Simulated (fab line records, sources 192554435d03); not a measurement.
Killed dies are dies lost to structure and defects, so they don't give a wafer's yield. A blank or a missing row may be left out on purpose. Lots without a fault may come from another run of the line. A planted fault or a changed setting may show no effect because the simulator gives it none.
fab line records | flow n5_finfet
record lots=9 wafers=25 last_day=18
route steps=1938 shown BEOL_M4@1111 BEOL_M12@1632 PASSIVATION@1936
lots that met no fault: from a run of the same line without faults
start_h: hours from the record's first day to the start of the lot's first wafer shown | wait_h: hours since the lot's step before | " the same as in the row above | L1.1+2: a row that stands for several wafers | - no value, or no start given | * or withheld: withheld | < > ~ a bound
route shown NAME@n: a module of which the file shows steps, and the number in the route of the first | usual: mean/standard deviation of fault-free wafers | same: alike in all rows | chamber/n: place in a boat | sites: the reading at each site | _std_site: their standard deviation | _edge_site: outer sites' mean less inner sites' | radius_mm: how far each site lies from the wafer's centre | mask NAME#n: copy n | behind: the tool/chamber that last shaped the wafer | hold: why the lot was held/for how many hours/how that ended | device: the transistor (n, p or np) that didn't switch | end of line: the same wafers' tests at the end of the route | a step without rows: its recipe alone | killed: dies lost to structure and defects at the first sort, not the wafer's yield | map: a wafer's dies, x killed, . not, _ none there
set.NAME: the setting as run; set.NAME@STEP: as run at that earlier step | model.NAME: the simulator's own value behind a step, which no gauge read
steps of the route over a sample of lots; a table a step, a row a wafer
services: from which hour (start_h, from the record's first day; less than 0 if before it) a tool's chamber was out of use, for how many hours, and why
## steps
# step N5_BEOL_M4_RC_MEAS_101
# usual DIBL_N=36.2/1.6 DIBL_P=36.5/1.9 IOFF_N=0.158/0.027 IOFF_P=0.21/0.038 ION_N=675/12 ION_P=464/8.9 SS_N=71.5/0.61 SS_P=73.4/0.59 VT_N=250.4/3 VT_P=-250/3.6
# columns lot.wafer tool chamber start_h wait_h DIBL_N[mV/V] DIBL_P[mV/V] IOFF_N[nA/um] IOFF_P[nA/um] ION_N[uA/um] ION_P[uA/um] SS_N[mV/dec] SS_P[mV/dec] VT_N[mV] VT_P[mV]
L670.2 prober-02 0 167.34 0.2 34.3 35.5 0.138 0.19 668 457 70.9 72.3 252.3 -251
L670.3 " 0 " " 36.1 38.0 0.161 0.24 682 466 71.5 72.9 252.3 -251
L670.6 " 0 " " 36.9 38.7 0.184 0.25 688 465 72.0 73.2 249.9 -246
L677.2 prober-01 0 210.86 0.2 35.6 37.2 0.149 0.24 675 471 71.4 73.3 249.2 -245
L680.3 prober-01 0 217.45 0.3 35.0 35.7 0.139 0.19 672 468 71.4 73.3 252.1 -252
L680.4 " 0 " " 35.1 35.6 0.144 0.20 683 468 71.3 72.9 252.2 -251
L680.6 " 0 " " 34.2 33.3 0.128 0.17 671 462 70.5 73.1 254.2 -252
L681.3 prober-01 0 227.77 0.3 34.9 35.8 0.142 0.19 671 463 70.5 73.5 251.0 -250
L681.5 " 0 " " 36.5 37.3 0.175 0.20 691 464 70.8 73.8 245.7 -251
L681.6 " 0 " " 38.2 39.0 0.209 0.25 705 474 72.8 73.6 246.5 -246
L684.1 prober-01 0 255.25 0.0 36.2 37.1 0.157 0.25 685 473 70.6 73.1 247.2 -246
L684.3 " 0 " " 39.3 40.7 0.232 0.31 699 480 72.4 74.5 243.7 -241
L684.4 " 0 " " 38.4 39.7 0.198 0.31 686 474 71.0 74.5 244.2 -240
L685.2 prober-02 0 275.25 0.2 37.1 37.4 0.173 0.23 671 463 72.1 73.3 249.0 -249
L685.4 " 0 " " 38.5 39.3 0.206 0.26 692 472 72.1 73.4 246.0 -246
L685.5 " 0 " " 34.4 34.7 0.120 0.17 666 460 70.2 72.3 255.4 -254
L686.1 prober-02 0 276.81 0.0 36.2 35.3 0.141 0.18 677 464 70.7 73.0 250.3 -253
L686.3 " 0 " " 35.3 34.9 0.142 0.18 668 460 71.1 72.6 249.4 -252
L686.5 " 0 " " 35.5 35.6 0.138 0.18 685 457 71.1 73.1 251.5 -254
L691.1 prober-02 0 302.58 0.0 35.7 35.7 0.158 0.18 677 459 71.2 72.7 248.8 -254
L691.3 " 0 " " 36.8 38.1 0.175 0.23 666 457 71.6 73.8 247.5 -250
L691.6 " 0 " " 35.6 36.5 0.165 0.20 677 468 71.4 72.8 248.2 -251
L690.3 prober-02 0 307.86 0.3 38.4 36.8 0.179 0.26 673 468 72.1 73.3 249.6 -247
L690.5 " 0 " " 37.6 36.5 0.163 0.25 666 467 72.0 74.1 249.4 -247
L690.6 " 0 " " 37.1 35.7 0.161 0.22 658 457 72.8 73.2 253.0 -247
# step N5_BEOL_M12_CD_MEAS_28
# recipe target_cd_nm=160.2 landing_energy_ev=500 detector=se_inlens polarity=opening
# usual cd_nm=160.4/1.2
# columns lot.wafer tool chamber start_h wait_h cd_nm
L670.2 cd_sem-03 0 239.37 - 160.6
L670.3 " 0 " " 161.5
L670.6 " 0 " " 160.7
L677.2 cd_sem-02 0 282.58 - 160.4
L681.3 cd_sem-01 0 294.88 - 161.4
L681.5 " 0 " " 161.0
L681.6 " 0 " " 159.4
L680.3 cd_sem-01 0 300.31 - 160.4
L680.4 " 0 " " 163.4
L680.6 " 0 " " 159.8
L684.1 cd_sem-01 0 324.04 - 160.3
L684.3 " 0 " " 159.4
L684.4 " 0 " " 159.6
L685.2 cd_sem-02 0 341.85 - 160.1
L685.4 " 0 " " 160.3
L685.5 " 0 " " 159.7
L686.1 cd_sem-01 0 347.98 - 161.0
L686.3 " 0 " " 158.2
L686.5 " 0 " " 161.2
L691.1 cd_sem-01 0 373.15 - 160.3
L691.3 " 0 " " 162.0
L691.6 " 0 " " 162.9
L690.3 cd_sem-03 0 381.70 - 159.7
L690.5 " 0 " " 160.0
L690.6 " 0 " " 158.3
# step N5_BEOL_M12_TRENCH_ETCH_34
# recipe chemistry=C4F8/O2/Ar target=SiOC target_depth_a=3189.5 mask_material=SOC pressure_mtorr=30 source_w=3000 bias_w=700 Ar_flow_sccm=400 C4F8_flow_sccm=15 O2_flow_sccm=8 he_inner_torr=15 he_outer_torr=30 time_s=125.5 ion_energy_ev=250
# usual drypump_motor_current_A=5.7/0.42 mfc_ar_sccm=400.0/1.1 oes_product_au=0.82/0.083 rf_vpp_V=666/3.1 showerhead_plenum_p_Torr=3.41/0.11 throttle_valve_pct=24.03/0.17
# columns lot.wafer tool chamber start_h wait_h drypump_motor_current_A mfc_ar_sccm oes_product_au rf_hours_counter_h rf_vpp_V showerhead_plenum_p_Torr throttle_valve_pct
L670.2 rie_diel-04 1 239.82 0.0 5.4 400.4 0.86 61 667 3.45 24.01
L670.3 " 0 " " 5.2 399.2 0.90 17 664 3.34 23.60
L670.6 " 2 " " 5.8 398.2 1.02 - 664 3.35 23.99
L677.2 rie_diel-04 0 283.03 0.0 5.2 398.6 0.88 33 664 3.33 23.60
L681.3 rie_diel-05 1 295.33 0.0 5.6 399.1 0.81 85 662 3.31 24.22
L681.5 " 0 " " 5.8 400.4 0.84 - 662 3.31 24.05
L681.6 " 1 " " 5.6 400.1 0.80 - 662 3.31 24.23
L680.3 rie_diel-02 3 300.76 0.0 5.7 399.4 0.83 56 667 3.46 23.85
L680.4 " 0 " " 5.8 401.1 0.69 231 662 3.24 24.15
L680.6 " 0 " " 5.8 401.2 0.70 - 659 3.24 24.15
L684.1 rie_diel-04 0 324.49 0.0 5.2 400.8 0.84 50 663 3.33 23.64
L684.3 " 1 " " 5.3 400.4 0.81 93 666 3.44 24.03
L684.4 " 2 " " 5.8 400.0 0.92 34 663 3.34 24.03
L685.2 rie_diel-02 3 342.93 0.0 5.7 398.9 0.81 71 666 3.45 23.87
L685.4 " 0 " " 5.8 399.5 0.67 246 660 3.23 24.17
L685.5 " 3 " " 5.7 400.8 0.82 - 667 3.45 23.86
L686.1 rie_diel-05 1 348.44 0.0 5.6 401.4 0.78 103 662 3.30 24.23
L686.3 " 3 " " 5.2 400.3 0.81 92 670 3.59 24.19
L686.5 " 0 " " 5.8 397.7 0.82 - 661 3.30 24.08
L691.1 rie_diel-05 1 373.60 0.0 5.6 398.6 0.78 112 663 3.29 24.24
L691.3 " 0 " " 5.8 400.0 0.80 94 662 3.30 24.08
L691.6 " 0 " " 5.7 398.0 0.81 - 662 3.30 24.09
L690.3 rie_diel-05 3 382.15 0.0 5.2 399.9 0.81 99 669 3.59 24.21
L690.5 " 1 " " 5.6 401.1 0.78 - 663 3.29 24.25
L690.6 " 2 " " 6.5 399.2 0.87 - 667 3.49 24.32
# step N5_BEOL_M12_OCD_MEAS_35
# usual trench_depth_nm=319/5.7
# columns lot.wafer tool chamber start_h wait_h trench_depth_nm
L670.2 ocd-02 - 239.97 0.0 326
L670.3 " - " " 326
L670.6 " - " " 324
L677.2 ocd-02 - 283.19 0.0 329
L681.3 ocd-02 - 295.49 0.0 322
L681.5 " - " " 322
L681.6 " - " " 321
L680.3 ocd-01 - 300.92 0.0 315
L680.4 " - " " 307
L680.6 " - " " 310
L684.1 ocd-02 - 324.64 0.0 323
L684.3 " - " " 323
L684.4 " - " " 323
L685.2 ocd-02 - 343.09 0.0 314
L685.4 " - " " 308
L685.5 " - " " 315
L686.1 ocd-01 - 348.59 0.0 321
L686.3 " - " " 318
L686.5 " - " " 318
L691.1 ocd-02 - 373.76 0.0 322
L691.3 " - " " 319
L691.6 " - " " 321
L690.3 ocd-01 - 382.31 0.0 322
L690.5 " - " " 321
L690.6 " - " " 322
# step N5_BEOL_M12_CMP_49
# recipe stop_on=SiOC t_overpolish_s=20.6 down_force_psi=1 platen_rpm=50 clearing_platen_down_force_psi=1.5 clearing_platen_rpm=50 post_cmp_clean=cu_alkaline target_thk_nm=320 clearing_platen_pad_velocity_m_s=0.99484 pad_velocity_m_s=0.99484
# usual barrier_field_endpoint_s=29.9/0.77 motor_current_A=6.0/0.56 overpolish_run_s=20.600/0.0096
# columns lot.wafer tool chamber start_h wait_h barrier_field_endpoint_s motor_current_A overpolish_run_s
L670.2 cmp-02 2 245.06 0.2 29.6 5.7 20.604
L670.3 " 0 " " 30.0 5.9 20.602
L670.6 " 2 " " 30.3 5.9 20.616
L677.2 cmp-01 2 299.03 0.2 57.7 6.1 8.522
L681.3 cmp-02 1 300.87 0.3 30.9 5.2 20.603
L681.6 " 2 " " 30.8 5.6 20.596
L681.5 " 3 " " 31.1 6.2 20.598
L680.3 cmp-02 3 303.11 0.2 30.8 5.8 20.595
L680.4 " 1 " " 29.8 5.2 20.590
L680.6 " 0 " " 29.8 5.7 20.598
L684.1 cmp-03 3 327.18 0.3 29.1 6.6 20.604
L684.3 " 0 " " 30.3 6.6 20.607
L684.4 " 2 " " 30.3 7.0 20.611
L685.4 cmp-03 2 346.40 0.1 30.1 7.1 20.593
L685.2 " 0 " " 31.7 6.3 20.617
L685.5 " 2 " " 30.1 7.3 20.601
L686.3 cmp-02 1 350.60 0.2 29.2 5.1 20.592
L686.1 " 3 " " 29.1 6.3 20.593
L686.5 " 1 " " 29.7 5.2 20.599
L691.1 cmp-02 0 379.34 0.3 30.0 5.8 20.584
L691.3 " 1 " " 30.4 5.4 20.592
L691.6 " 1 " " 30.8 5.3 20.605
L690.3 cmp-02 3 386.81 0.2 30.6 6.5 20.597
L690.6 " 3 " " 31.3 6.0 20.607
L690.5 " 0 " " 30.3 5.8 20.595
# step N5_BEOL_M12_THK_MEAS_50
# recipe thk_meas_gauge=xrf reads=Cu_of_BEOL_M12_ECD_47
# usual M12_THK=325/6.3
# columns lot.wafer tool chamber start_h wait_h M12_THK[nm]
L670.2 film_metro-02 - 245.35 - 329
L670.3 " - " " 329
L670.6 " - " " 324
L677.2 film_metro-02 - 299.33 - 629
L681.3 film_metro-01 - 301.05 - 330
L681.5 " - " " 332
L681.6 " - " " 328
L680.3 film_metro-02 - 303.41 - 322
L680.4 " - " " 315
L680.6 " - " " 316
L684.1 film_metro-01 - 327.47 - 329
L684.3 " - " " 329
L684.4 " - " " 330
L685.2 film_metro-02 - 346.69 - 320
L685.4 " - " " 313
L685.5 " - " " 320
L686.1 film_metro-01 - 350.85 - 327
L686.3 " - " " 325
L686.5 " - " " 326
L691.1 film_metro-02 - 379.63 - 332
L691.3 " - " " 329
L691.6 " - " " 331
L690.3 film_metro-02 - 387.11 - 324
L690.5 " - " " 325
L690.6 " - " " 325
# step N5_PASSIVATION_PROBE_49
# usual defect_limited_yield=91.3/1.7 killed_at_M0_to_M3=33/11 killed_at_M4_up=14/5.5 killed_at_contacts=13/6.5 killed_at_front_end=39/13 killed_at_other=3.4/2.9 killed_dies=103/20 killed_on_rim=14/4.3 killed_open=69/15 killed_short=32/8.1 sort_bin_5_function=5.1/1.1 sort_bin_6_memory=3.3/0.74 sort_n_pass=1077/20 sort_yield_pct=91.3/1.7
# same gross_dies=1180 killed_at_back_side=0 sort_bin_4_leakage[%]=0 sort_bin_8_speed[%]=0
# columns lot.wafer tool chamber start_h wait_h defect_limited_yield[%] killed_at_M0_to_M3 killed_at_M4_up killed_at_contacts killed_at_front_end killed_at_other killed_dies killed_on_rim killed_open killed_short sort_bin_5_function[%] sort_bin_6_memory[%] sort_n_pass sort_yield_pct[%]
L670.2 prober-01 - 282.57 0.1 89.7 34 17 12 54 4 121 15 86 32 6.2 3.4 1059 89.7
L670.3 prober-01 - 282.62 0.1 85.3 44 19 11 94 5 173 27 124 48 9.3 5.0 1007 85.3
L670.6 prober-01 - 282.77 0.3 89.8 24 12 10 73 1 120 14 78 42 6.0 3.8 1060 89.8
L677.2 prober-01 - 330.96 0.1 0 36 1112 8 22 2 1180 152 49 26 4.2 1.9 0 0
L681.3 prober-01 - 335.85 0.1 90.6 71 4 12 23 1 111 17 70 40 6.0 3.3 1069 90.6
L681.5 prober-01 - 335.95 0.2 92.7 28 15 16 23 4 86 11 60 25 4.0 3.0 1094 92.7
L681.6 prober-01 - 336.00 0.3 92.9 35 14 7 27 1 84 15 62 21 4.4 2.5 1096 92.9
L680.3 prober-02 - 337.82 0.1 91.2 50 18 5 27 4 104 14 62 42 5.3 3.1 1076 91.2
L680.4 prober-02 - 337.87 0.2 92.2 44 11 8 28 1 92 11 54 38 4.4 2.7 1088 92.2
L680.6 prober-02 - 337.97 0.3 90.9 51 13 10 31 2 107 13 73 34 5.3 3.3 1073 90.9
L684.1 prober-01 - 362.28 0.0 91.9 27 14 6 48 0 95 17 63 29 4.6 3.1 1085 91.9
L684.3 prober-01 - 362.38 0.1 93.6 22 12 7 32 3 76 6 51 24 3.5 2.5 1104 93.6
L684.4 prober-01 - 362.43 0.2 90.2 24 14 9 68 1 116 25 77 34 5.9 3.6 1064 90.2
L685.2 prober-01 - 378.19 0.1 91.6 25 17 14 43 0 99 9 68 30 5.3 3.0 1081 91.6
L685.4 prober-01 - 378.29 0.2 90.3 52 11 11 40 1 115 19 87 28 4.7 4.7 1065 90.3
L685.5 prober-01 - 378.34 0.2 90.8 34 9 18 42 5 108 14 82 26 4.7 4.2 1072 90.8
L686.1 prober-01 - 391.80 0.0 92.0 27 17 9 36 5 94 16 63 28 4.9 2.9 1086 92.0
L686.3 prober-01 - 391.90 0.1 90.0 35 10 14 57 2 118 18 64 51 5.6 3.8 1062 90.0
L686.5 prober-01 - 392.00 0.2 89.5 44 17 22 37 4 124 21 84 38 5.9 4.2 1056 89.5
L691.1 prober-02 - 423.57 0.8 92.5 31 6 19 29 4 89 11 61 28 4.5 2.8 1091 92.5
L691.3 prober-02 - 423.67 0.9 93.1 30 17 12 23 0 82 11 61 20 4.2 2.5 1098 93.1
L691.6 prober-02 - 423.82 1.1 90.4 31 10 20 50 2 113 15 82 30 5.4 3.7 1067 90.4
L690.3 prober-02 - 423.97 0.5 90.6 22 29 26 34 0 111 13 79 32 5.5 3.7 1069 90.6
L690.5 prober-02 - 424.07 0.6 89.6 29 23 20 46 5 123 19 82 36 5.6 4.2 1057 89.6
L690.6 prober-02 - 424.12 0.6 91.6 21 17 17 41 3 99 12 71 27 4.9 3.4 1081 91.6
# killed by level:class
L670.2 STI_FIN_REVEAL:geometric_particle:open=18 BEOL_M2:geometric_particle:open=12 MOL_CONTACT_COAG:geometric_particle:open=9 FIN_SAQP:geometric_particle:open=7 FIN_SAQP:geometric_particle:short=7 BEOL_M6:geometric_particle:open=7 DUMMY_GATE:geometric_particle:open=4 BEOL_M3:geometric_particle:open=4
L670.3 STI_FIN_REVEAL:geometric_particle:open=42 FIN_SAQP:geometric_particle:short=17 BEOL_M2:geometric_particle:open=16 FIN_SAQP:geometric_particle:open=14 MOL_CONTACT_COAG:geometric_particle:open=8 BEOL_M0_SAQP:geometric_particle:short=8 BEOL_M0_SAQP:geometric_particle:open=8 BEOL_M4:geometric_particle:open=8
L670.6 STI_FIN_REVEAL:geometric_particle:open=25 FIN_SAQP:geometric_particle:short=11 FIN_SAQP:geometric_particle:open=9 MOL_CONTACT_COAG:geometric_particle:open=9 STI_FIN_REVEAL:geometric_particle:short=6 ILD0:geometric_particle:short=6 BEOL_M1:geometric_particle:open=6 BEOL_M2:geometric_particle:open=6
L677.2 BEOL_M12:area_cmp=1104 BEOL_M0:geometric_particle:open=11 BEOL_M0_SAQP:geometric_particle:short=8 BEOL_M0_SAQP:geometric_particle:open=6 FIN_SAQP:geometric_particle:open=5 MOL_CONTACT_COAG:geometric_particle:open=5 BEOL_M1:geometric_particle:open=5 DUMMY_GATE:geometric_particle:open=3
L681.3 BEOL_M0_SAQP:geometric_particle:open=30 BEOL_M0_SAQP:geometric_particle:short=20 MOL_CONTACT_COAG:geometric_particle:open=8 DUMMY_GATE:geometric_particle:open=5 BEOL_M1:geometric_particle:open=5 BEOL_M1:geometric_particle:short=5 FIN_SAQP:geometric_particle:short=4 BEOL_M3:geometric_particle:open=4
L681.5 MOL_CONTACT_COAG:geometric_particle:open=13 FIN_SAQP:geometric_particle:open=11 BEOL_M0_SAQP:geometric_particle:short=9 BEOL_M0_SAQP:geometric_particle:open=7 BEOL_M4:geometric_particle:open=7 DUMMY_GATE:geometric_particle:open=5 BEOL_M1:geometric_particle:open=5 BEOL_M5:geometric_particle:open=4
L681.6 BEOL_M1:geometric_particle:open=10 BEOL_M0_SAQP:geometric_particle:open=8 FIN_SAQP:geometric_particle:open=6 MOL_CONTACT_COAG:geometric_particle:open=6 BEOL_M3:geometric_particle:open=6 BEOL_M0_SAQP:geometric_particle:short=5 BEOL_M5:geometric_particle:short=5 STI_FIN_REVEAL:geometric_particle:open=3
L680.3 BEOL_M0_SAQP:geometric_particle:short=16 BEOL_M4:geometric_particle:open=11 BEOL_M0_SAQP:geometric_particle:open=10 BEOL_M3:geometric_particle:open=8 ILD0:geometric_particle:short=6 BEOL_M2:geometric_particle:open=6 MOL_CONTACT_COAG:geometric_particle:open=4 BEOL_M2:geometric_particle:short=4
L680.4 BEOL_M0_SAQP:geometric_particle:short=14 BEOL_M3:geometric_particle:open=9 BEOL_M0_SAQP:geometric_particle:open=8 FIN_SAQP:geometric_particle:open=6 BEOL_M1:geometric_particle:open=5 MOL_CONTACT_COAG:geometric_particle:open=4 MOL_CONTACT_COAG:geometric_particle:short=4 STI_FIN_REVEAL:geometric_particle:short=3
L680.6 MOL_CONTACT_COAG:geometric_particle:open=9 BEOL_M3:geometric_particle:open=9 BEOL_M0_SAQP:geometric_particle:open=8 BEOL_M0_SAQP:geometric_particle:short=8 BEOL_M2:geometric_particle:open=8 ILD0:geometric_particle:open=6 BEOL_M3:geometric_particle:short=6 STI_FIN_REVEAL:geometric_particle:open=4
L684.1 STI_FIN_REVEAL:geometric_particle:open=17 GATE_CUT:geometric_particle:short=11 BEOL_M3:geometric_particle:open=10 GATE_CUT:geometric_particle:open=6 MOL_CONTACT_COAG:geometric_particle:open=6 BEOL_M2:geometric_particle:open=5 FIN_SAQP:geometric_particle:open=4 BEOL_M0_SAQP:geometric_particle:short=4
L684.3 BEOL_M1:geometric_particle:open=9 BEOL_M0_SAQP:geometric_particle:open=6 STI_FIN_REVEAL:geometric_particle:open=5 MOL_CONTACT_COAG:geometric_particle:open=5 BEOL_M4:geometric_particle:open=5 FIN_SAQP:geometric_particle:open=4 DUMMY_GATE:geometric_particle:open=4 GATE_CUT:geometric_particle:short=4
L684.4 STI_FIN_REVEAL:geometric_particle:open=15 STARTING-WAFER:geometric_particle:short=10 GATE_CUT:geometric_particle:short=9 BEOL_M1:geometric_particle:open=9 GATE_CUT:geometric_particle:open=9 MOL_CONTACT_COAG:geometric_particle:open=9 BEOL_M3:geometric_particle:open=6 FIN_SAQP:geometric_particle:open=5
L685.2 FIN_SAQP:geometric_particle:open=18 MOL_CONTACT_COAG:geometric_particle:open=11 BEOL_M6:geometric_particle:open=6 FIN_SAQP:geometric_particle:short=5 BEOL_M3:geometric_particle:open=5 BEOL_M1:geometric_particle:open=5 BEOL_M2:geometric_particle:open=5 STI_FIN_REVEAL:geometric_particle:open=3
L685.4 FIN_SAQP:geometric_particle:open=16 BEOL_M0_SAQP:geometric_particle:open=14 STI_FIN_REVEAL:geometric_particle:open=12 MOL_CONTACT_COAG:geometric_particle:open=10 BEOL_M0_SAQP:geometric_particle:short=10 BEOL_M3:geometric_particle:open=10 BEOL_M1:geometric_particle:open=9 FIN_SAQP:geometric_particle:short=6
L685.5 MOL_CONTACT_COAG:geometric_particle:open=15 FIN_SAQP:geometric_particle:open=12 BEOL_M2:geometric_particle:open=10 BEOL_M0_SAQP:geometric_particle:open=8 BEOL_M0_SAQP:geometric_particle:short=7 FIN_SAQP:geometric_particle:short=6 DUMMY_GATE:geometric_particle:open=5 STARTING-WAFER:geometric_particle:open=5
L686.1 BEOL_M2:geometric_particle:open=14 FIN_SAQP:geometric_particle:short=8 MOL_CONTACT_COAG:geometric_particle:open=8 FIN_SAQP:geometric_particle:open=6 STI_FIN_REVEAL:geometric_particle:open=5 BEOL_M4:geometric_particle:open=5 GATE_CUT:geometric_particle:short=4 BEOL_M3:geometric_particle:open=4
L686.3 FIN_SAQP:geometric_particle:short=18 FIN_SAQP:geometric_particle:open=14 MOL_CONTACT_COAG:geometric_particle:open=10 BEOL_M2:geometric_particle:open=8 BEOL_M0_SAQP:geometric_particle:short=7 BEOL_M2:geometric_particle:short=6 BEOL_M3:geometric_particle:open=6 STARTING-WAFER:geometric_particle:short=5
L686.5 MOL_CONTACT_COAG:geometric_particle:open=18 BEOL_M2:geometric_particle:open=14 FIN_SAQP:geometric_particle:short=10 BEOL_M0_SAQP:geometric_particle:short=9 BEOL_M3:geometric_particle:open=9 BEOL_M4:geometric_particle:open=7 FIN_SAQP:geometric_particle:open=6 BEOL_M0_SAQP:geometric_particle:open=6
L691.1 MOL_CONTACT_COAG:geometric_particle:open=15 STI_FIN_REVEAL:geometric_particle:open=12 BEOL_M2:geometric_particle:open=8 BEOL_M1:geometric_particle:open=6 BEOL_M0_SAQP:geometric_particle:short=5 MOL_CONTACT_COAG:geometric_particle:short=4 BEOL_M0_SAQP:geometric_particle:open=4 FIN_SAQP:geometric_particle:short=3
L691.3 BEOL_M1:geometric_particle:open=9 BEOL_M4:geometric_particle:open=9 MOL_CONTACT_COAG:geometric_particle:open=8 BEOL_M3:geometric_particle:open=7 STI_FIN_REVEAL:geometric_particle:open=6 BEOL_M2:geometric_particle:open=4 MOL_CONTACT_COAG:geometric_particle:short=4 STARTING-WAFER:geometric_particle:short=4
L691.6 STI_FIN_REVEAL:geometric_particle:open=18 FIN_SAQP:geometric_particle:open=11 MOL_CONTACT_COAG:geometric_particle:open=11 MOL_CONTACT_COAG:geometric_particle:short=9 BEOL_M2:geometric_particle:open=9 BEOL_M1:geometric_particle:open=6 DUMMY_GATE:geometric_particle:open=5 BEOL_M0_SAQP:geometric_particle:open=5
L690.3 MOL_CONTACT_COAG:geometric_particle:open=20 BEOL_M4:geometric_particle:open=15 BEOL_M2:geometric_particle:open=7 DUMMY_GATE:geometric_particle:open=6 MOL_CONTACT_COAG:geometric_particle:short=6 FIN_SAQP:geometric_particle:short=5 STI_FIN_REVEAL:geometric_particle:open=5 BEOL_M1:geometric_particle:open=5
L690.5 MOL_CONTACT_COAG:geometric_particle:open=17 BEOL_M4:geometric_particle:open=12 STI_FIN_REVEAL:geometric_particle:open=10 BEOL_M1:geometric_particle:open=8 FIN_SAQP:geometric_particle:short=6 FIN_SAQP:geometric_particle:open=6 BEOL_M2:geometric_particle:open=5 HKMG_FIN:area_etch=5
L690.6 MOL_CONTACT_COAG:geometric_particle:open=11 STI_FIN_REVEAL:geometric_particle:open=10 BEOL_M2:geometric_particle:open=7 FIN_SAQP:geometric_particle:open=6 DUMMY_GATE:geometric_particle:open=6 MOL_CONTACT_COAG:geometric_particle:short=6 BEOL_M0_SAQP:geometric_particle:open=6 BEOL_M8:geometric_particle:open=6
## services
# columns tool chamber start_h hours kind
rie_diel-04 2 217.64 - clean
rie_diel-04 2 217.64 - consumable_replace:focus_ring
rie_diel-04 2 217.64 18.5 scheduled_down
rie_diel-04 2 217.64 18.5 vent_cycle
cmp-03 - 218.16 5.0 pm
cmp-03 - 229.65 4.0 pm
cmp-02 - 231.85 0.3 repair
cmp-01 - 239.72 3.3 repair
cmp-01 - 258.12 0.5 repair
cmp-02 - 265.59 3.7 pm
rie_diel-04 3 302.35 11.0 repair
cmp-03 - 310.97 5.6 repair
rie_diel-05 - 312.36 2.8 pm
cmp-01 - 313.93 3.7 pm
cmp-03 - 336.76 1.6 repair
rie_diel-04 - 337.78 6.8 repair
cmp-02 - 342.95 1.5 repair
rie_diel-02 - 344.64 0.3 repair
rie_diel-05 3 351.58 8.8 repair
rie_diel-05 2 364.74 10.6 repair
cmp-03 - 365.78 4.1 pm
cmp-03 - 371.77 0.7 repair
cmp-01 - 372.70 2.4 repair
cmp-03 - 375.38 18.0 repair
## key
first_sign step=N5_BEOL_M12_CMP_49 reading=overpolish_run_s direction=down sigmas=99+ usual=20.600 struck=8.522
effect step=N5_BEOL_M12_CMP_49 reading=barrier_field_endpoint_s direction=up sigmas=36 usual=29.9 struck=57.7
effect step=N5_BEOL_M12_THK_MEAS_50 reading=M12_THK direction=up sigmas=48 usual=325 struck=629
effect step=N5_PASSIVATION_PROBE_49 reading=killed_at_M4_up direction=up sigmas=99+ usual=14 struck=1112
more_kills_born_at N5_BEOL_M12_CMP_49@cmp-01=1104
met_at N5_BEOL_M12_CMP_49
struck_lots L677
struck_wafers L677.2
later_rows_left_out L677.2
not_acting_at N5_BEOL_M12_CD_MEAS_28,N5_BEOL_M12_TRENCH_ETCH_34,N5_BEOL_M12_OCD_MEAS_35
earlier_fault kind=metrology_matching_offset tool=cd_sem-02 chamber=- onset_h=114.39 steps=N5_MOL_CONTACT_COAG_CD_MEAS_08 param=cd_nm offset=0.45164
fault kind=process_parameter_drift tool=cmp-01 chamber=2 onset_h=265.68 steps=N5_BEOL_M12_CMP_49 channel=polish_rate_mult offset=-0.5 shape=step
# later_rows_left_out: the simulator's readings of these wafers behind a module that went badly wrong aren't trusted and aren't shown, but for the sort
